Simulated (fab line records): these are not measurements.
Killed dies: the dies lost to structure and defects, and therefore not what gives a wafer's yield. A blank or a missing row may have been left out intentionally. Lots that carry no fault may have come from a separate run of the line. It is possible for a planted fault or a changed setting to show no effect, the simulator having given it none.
Which tool is to blame? -- flow nand harc -- Sampling: 12 lots, 36 wafers, 6 of 1159 route steps

## WHAT THE GAUGES READ, wafer by wafer
NHARC_P_BONDPAD_CD_MEAS_13.
lot,measured,on,cd nm (nm)
L075,day 7 03:20,cd sem-02,499.7 496.5 500.9
L076,day 7 08:55,cd sem-01,502.5 502.2 500.6
L079,day 7 18:19,cd sem-03,498.6 500.5 503.6
L080,day 8 05:05,cd sem-03,498.7 494.4 502.2
L082,day 8 13:14,cd sem-02,498.1 498.8 498.1
L085,day 9 00:35,cd sem-01,499.1 496.8 500.3
L087,day 9 21:30,cd sem-02,499.0 495.6 499.4
L089,day 10 12:23,cd sem-02,500.3 501.1 501.4
L090,day 10 17:29,cd sem-03,493.4 496.7 497.3
L093,day 11 06:57,cd sem-03,501.6 501.8 499.0
L096,day 11 14:59,cd sem-01,499.3 502.1 498.9
L097,day 12 05:21,cd sem-03,501.2 503.9 502.1

## TOOL THAT RAN EACH LOT (tool first, then ch and the chambers of the sampled wafers, then the start)
lot,NHARC_P_M1_ETCH_15,NHARC_P_M2_STRIP_18,NHARC_P_M2_ETCH_28,NHARC_P_M2_ANNEAL_31,NHARC_P_BONDPAD_CMP_32
L075,"rie diel-06 ch 0,3, day 6 22:44 or earlier","rie diel-05 ch 1,2,3, day 6 22:44","rie diel-05 ch 0,1,2, day 7 00:10 or earlier","rtp anneal-01 ch 0, day 7 00:10","cmp-04 ch 1,3, day 7 01:58"
L076,"rie diel-06 ch 0,1,2, day 7 04:26 or earlier","rie diel-05 ch 0,2,3, day 7 04:26","rie diel-05 ch 0,1, day 7 05:52 or earlier","rtp anneal-02 ch 0, day 7 05:52","cmp-03 ch 1,2,3, day 7 07:36"
L079,"rie diel-13 ch 0,1,3, day 7 13:26 or earlier","rie diel-05 ch 0,1,2, day 7 13:26","rie diel-05 ch 1,3, day 7 15:01 or earlier","rtp anneal-01 ch 0, day 7 15:01","cmp-01 ch 1,2, day 7 16:59"
L080,"rie diel-06 ch 0,1, day 8 00:24 or earlier","rie diel-09 ch 0,1,3, day 8 00:24","rie diel-09 ch 0,1, day 8 01:56 or earlier","rtp anneal-01 ch 0, day 8 01:56","cmp-04 ch 0,1,3, day 8 03:45"
L082,"rie diel-06 ch 2,3, day 8 08:47 or earlier","rie diel-09 ch 0,2, day 8 08:47","rie diel-09 ch 0,1,3, day 8 10:15 or earlier","rtp anneal-01 ch 0, day 8 10:15","cmp-03 ch 0,1,3, day 8 12:04"
L085,"rie diel-13 ch 0,2,3, day 8 20:14 or earlier","rie diel-09 ch 0,1,2, day 8 20:14","rie diel-09 ch 0,1, day 8 21:41 or earlier","rtp anneal-02 ch 0, day 8 21:41","cmp-04 ch 0,3, day 8 23:21"
L087,"rie diel-06 ch 0,1,3, day 9 17:08 or earlier","rie diel-05 ch 0,1,2, day 9 17:08","rie diel-05 ch 0,1,2, day 9 18:31 or earlier","rtp anneal-02 ch 0, day 9 18:31","cmp-03 ch 0,1,2, day 9 20:17"
L089,"rie diel-06 ch 1,2, day 10 07:38 or earlier","rie diel-05 ch 1,2,3, day 10 07:38","rie diel-05 ch 0,2, day 10 09:17 or earlier","rtp anneal-01 ch 0, day 10 09:17","cmp-01 ch 0,1,2, day 10 11:04"
L090,"rie diel-12 ch 0,2,3, day 10 12:19 or earlier","rie diel-05 ch 2,3, day 10 12:19","rie diel-05 ch 0,2, day 10 14:11 or earlier","rtp anneal-01 ch 0, day 10 14:11","cmp-04 ch 0,1,3, day 10 16:19"
L093,"rie diel-06 ch 1,2,3, day 11 01:39 or earlier","rie diel-05 ch 1,2,3, day 11 01:39","rie diel-05 ch 0,2, day 11 03:05 or earlier","rtp anneal-01 ch 0, day 11 03:05","cmp-01 ch 2,3, day 11 05:36"
L096,"rie diel-12 ch 1,3, day 11 10:29 or earlier","rie diel-05 ch 1,2, day 11 10:29","rie diel-05 ch 0,2,3, day 11 11:52 or earlier","rtp anneal-01 ch 0, day 11 11:52","cmp-04 ch 0,3, day 11 13:39"
L097,"rie diel-06 ch 2,3, day 12 01:02 or earlier","rie diel-05 ch 1,3, day 12 01:02","rie diel-05 ch 1,2,3, day 12 02:23 or earlier","rtp anneal-02 ch 0, day 12 02:23","cmp-01 ch 1,3, day 12 04:08"
- NHARC_P_M1_ETCH_15: etches the open film in C4F8/Ar, target depth 182.5 nm, time 91.2 s.
- NHARC_P_M2_STRIP_18: strips in N2/H2.
- NHARC_P_M2_ETCH_28: etches the open film in CF4/N2, target depth 30 nm, time 72.99 s.
- NHARC_P_M2_ANNEAL_31: time 90 s.
- NHARC_P_BONDPAD_CMP_32: polishes SiCN, target thk 200 nm.

## THE ANSWER, worked out from the rows above alone
Rule: what is usual is taken from the lots themselves. Put in order of their means at a reading, lots are off if they are a third of the lots or fewer, leave a main group of 4 or more, and stand apart from it by a gap of 3 or more times the standard deviation of the main group's means; of several such gaps the widest counts. The tables above print the reading to a certain number of digits; a main group whose means all agree to those digits is not used. A lot without any number at a reading at which 4 lots or more have one is off too. Where the step has rows for the other lots, those lots are counted as sound.
No lot is off at any reading shown: from this, nothing can be told.

## WHAT THE SIMULATOR HAD PUT IN
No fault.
